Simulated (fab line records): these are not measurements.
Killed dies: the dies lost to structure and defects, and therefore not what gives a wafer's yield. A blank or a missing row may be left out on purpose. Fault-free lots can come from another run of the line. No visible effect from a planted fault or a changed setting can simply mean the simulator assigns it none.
Matching of chambers | flow nandHarc | 4 sister chambers for NHARC_A_STAIRCASE_TRIM_229 on rieDiel-02
The step chemistry O2, time 211.2 s. 8 wafers are shown with their chamber, then 8 later ones without.

== WAFERS, EACH WITH ITS CHAMBER ==
wafer  | chamber | drypumpMotorCurrentA (A) | oesProductAu (a.u.)
L085.3 | 3       | 4.7                      | 0.998
L085.4 | 1       | 6.4                      | 1.004
L084.2 | 2       | 5.4                      | 1.010
L084.5 | 2       | 5.4                      | 1.001
L086.2 | 3       | 4.7                      | 1.002
L086.3 | 0       | 5.3                      | 1.006
L086.5 | 0       | 5.2                      | 1.003
L090.2 | 1       | 6.4                      | 0.990

== WAFERS MISSING THEIR CHAMBER ==
wafer  | drypumpMotorCurrentA (A) | oesProductAu (a.u.)
L090.5 | 5.3                      | 0.992
L090.6 | 4.8                      | 0.997
L092.2 | 6.4                      | 1.003
L092.3 | 5.4                      | 1.018
L092.4 | 4.8                      | 1.013
L095.1 | 5.4                      | 0.991
L095.2 | 4.7                      | 0.994
L095.4 | 5.2                      | 1.001

== THE CHAMBER EACH PASSED THROUGH ==
wafer  | from the rows above     | in truth
L090.5 | can't be placed: 0 or 2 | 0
L090.6 | 3                       | 3
L092.2 | 1                       | 1
L092.3 | 2                       | 2
L092.4 | 3                       | 3
L095.1 | 2                       | 2
L095.2 | 3                       | 3
L095.4 | 0                       | 0
Placed correctly: 7 of 8. From these rows, 1 cannot be placed; in 1 the true chamber is one of the candidates. Number placed wrongly: 0.
How it was worked out, from the rows above alone: a wafer's distance from a chamber is the root of the sum, over the readings, of the square of ((its reading less the chamber's mean) divided by the reading's scatter). The wafer belongs to the nearest chamber; if the next one is less than 2 further off, it can't be placed. For every chamber, the mean is computed from those of its wafers that are shown. The scatter: take each reading less its chamber's mean, square it, sum over the shown wafers, divide by the number of wafers less the number of chambers, and take the root.
